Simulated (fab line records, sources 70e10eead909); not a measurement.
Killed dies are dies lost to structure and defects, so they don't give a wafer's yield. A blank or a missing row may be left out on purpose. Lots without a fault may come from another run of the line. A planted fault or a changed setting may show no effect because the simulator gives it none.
Which tool did it? | flow nand_harc | 13 lots, 39 wafers sampled, at 4 steps of a route of 1159

WHAT THE GAUGES READ, wafer by wafer
NHARC_A_ONON_D1_THK_MEAS_02: measures by ellipsometry.
lot  | measured     | on            | thk_nm (nm)
L239 | day 7 18:24  | film_metro-01 | 985 986 987
L241 | day 8 02:39  | film_metro-01 | 993 994 993
L240 | day 8 02:39  | film_metro-02 | 1001 1002 1000
L252 | day 10 14:59 | film_metro-01 | 425 426 427
L253 | day 10 15:03 | film_metro-02 | 1007 1007 1006
L250 | day 11 04:29 | film_metro-01 | 406 407 404
L254 | day 11 10:53 | film_metro-02 | 997 997 995
L256 | day 11 14:56 | film_metro-02 | 997 996 998
L255 | day 11 14:56 | film_metro-01 | 1007 1006 1006
L257 | day 12 08:55 | film_metro-01 | 993 992 994
L259 | day 12 13:02 | film_metro-01 | 1002 1004 1004
L260 | day 13 03:39 | film_metro-02 | 999 998 997
L261 | day 13 13:35 | film_metro-01 | 982 982 982

NHARC_END_SORT_01.
lot  | measured     | on        | killed_at_array | killed_at_other | killed_at_periphery | killed_dies | killed_open | killed_short
L252 | day 22 04:53 | prober-01 | 674 671 672     | 1 1 1           | 2 5 4               | 677 677 677 | 3 6 4       | 6 5 4
L250 | day 22 13:45 | prober-02 | 671 672 669     | 2 2 4           | 4 3 4               | 677 677 677 | 3 3 3       | 2 1 1

WHICH TOOL RAN EACH LOT (tool, then ch and the chambers of the sampled wafers, then the start)
lot  | NHARC_P_BONDPAD_PVD_27                  | NHARC_A_ONON_D1_DEP_00
L239 | pvd_sputter-03, day 7 18:00 or earlier  | pecvd_onon-01 ch 0, day 7 18:00
L241 | pvd_sputter-01, day 8 02:12 or earlier  | pecvd_onon-03 ch 0, day 8 02:12
L240 | pvd_sputter-02, day 8 02:12 or earlier  | pecvd_onon-02 ch 0, day 8 02:12
L252 | pvd_sputter-01, day 10 14:32 or earlier | pecvd_onon-01 ch 0, day 10 14:32
L253 | pvd_sputter-02, day 10 14:31 or earlier | pecvd_onon-03 ch 0, day 10 14:31
L250 | pvd_sputter-01, day 11 03:58 or earlier | pecvd_onon-01 ch 0, day 11 03:58
L254 | pvd_sputter-03, day 11 10:29 or earlier | pecvd_onon-03 ch 0, day 11 10:29
L256 | pvd_sputter-01, day 11 14:32 or earlier | pecvd_onon-03 ch 0, day 11 14:32
L255 | pvd_sputter-02, day 11 14:25 or earlier | pecvd_onon-02 ch 0, day 11 14:25
L257 | pvd_sputter-01, day 12 08:32 or earlier | pecvd_onon-03 ch 0, day 12 08:32
L259 | pvd_sputter-02, day 12 12:31 or earlier | pecvd_onon-02 ch 0, day 12 12:31
L260 | pvd_sputter-01, day 13 03:08 or earlier | pecvd_onon-02 ch 0, day 13 03:08
L261 | pvd_sputter-01, day 13 13:08 or earlier | pecvd_onon-01 ch 0, day 13 13:08
- NHARC_P_BONDPAD_PVD_27: deposits Cu, target thk 30 nm, time 20.49 s.
- NHARC_A_ONON_D1_DEP_00: target thk 1000 nm.

WHAT THE TOOLS THEMSELVES READ (means of the sampled wafers that have a number; where no wafer has one, the mark that the record gives instead)
NHARC_P_BONDPAD_PVD_27.
lot  | tool           | chamber_pressure_pa (Pa) | substrate_temp_c (C) | throttle_valve_pct (%)
L239 | pvd_sputter-03 | 5.000                    | 30.03                | 30.3
L241 | pvd_sputter-01 | 5.005                    | 30.06                | 30.0
L240 | pvd_sputter-02 | 4.992                    | 29.99                | 28.8
L252 | pvd_sputter-01 | 4.999                    | 30.13                | 30.7
L253 | pvd_sputter-02 | 4.997                    | 30.05                | 30.4
L250 | pvd_sputter-01 | 5.000                    | 30.00                | 30.3
L254 | pvd_sputter-03 | 5.004                    | 29.97                | 30.4
L256 | pvd_sputter-01 | 5.002                    | 29.93                | 30.8
L255 | pvd_sputter-02 | 5.002                    | 30.00                | 30.7
L257 | pvd_sputter-01 | 4.996                    | 29.94                | 30.3
L259 | pvd_sputter-02 | 5.000                    | 29.94                | 29.4
L260 | pvd_sputter-01 | 5.009                    | 30.01                | 30.9
L261 | pvd_sputter-01 | 4.988                    | 30.05                | 31.0

NHARC_A_ONON_D1_DEP_00.
lot  | tool          | n2_flow_sccm (sccm) | sih4_flow_sccm (sccm)
L239 | pecvd_onon-01 | 2756                | 210.6
L241 | pecvd_onon-03 | 2742                | 209.5
L240 | pecvd_onon-02 | 2753                | 210.3
L252 | pecvd_onon-01 | 2752                | 210.0
L253 | pecvd_onon-03 | 2755                | 210.8
L250 | pecvd_onon-01 | 2759                | 209.3
L254 | pecvd_onon-03 | 2751                | 210.9
L256 | pecvd_onon-03 | 2754                | 210.3
L255 | pecvd_onon-02 | 2748                | 209.9
L257 | pecvd_onon-03 | 2747                | 210.4
L259 | pecvd_onon-02 | 2745                | 211.0
L260 | pecvd_onon-02 | 2767                | 210.0
L261 | pecvd_onon-01 | 2746                | 210.1

THE ANSWER, worked out from the rows above alone
Rule: what is usual is taken from the lots themselves. Put in order of their means at a reading, lots are off if they are a third of the lots or fewer, leave a main group of 4 or more, and stand apart from it by a gap of 3 or more times the standard deviation of the main group's means; of several such gaps the widest counts. A main group whose means are all the same, to the digits that the tables above print for the reading, isn't used. A lot without any number at a reading at which 4 lots or more have one is off too. The other lots that the step has rows for count as sound. The gauges are gone through in route order, then the tools' own readings, and for those a lot's mean is taken as printed above. The first step at which some lot is off is used, and at that step the reading that is off furthest; a lot without a number counts as furthest.
Off: L252, L250, at NHARC_A_ONON_D1_THK_MEAS_02 (thk_nm). The main group: mean 997 nm, standard deviation 7.5.
A tool fits if, at a process step before that reading, it ran every lot that is off, and no sound lot after the first of them. The gauges at NHARC_A_ONON_D1_THK_MEAS_02 are tried like those tools. NHARC_P_BONDPAD_PVD_27 gives no start for some lots, so the hours and the order of its lots are those of NHARC_A_ONON_D1_DEP_00. None of those tried fits.

WHAT THE SIMULATOR HAD PUT IN
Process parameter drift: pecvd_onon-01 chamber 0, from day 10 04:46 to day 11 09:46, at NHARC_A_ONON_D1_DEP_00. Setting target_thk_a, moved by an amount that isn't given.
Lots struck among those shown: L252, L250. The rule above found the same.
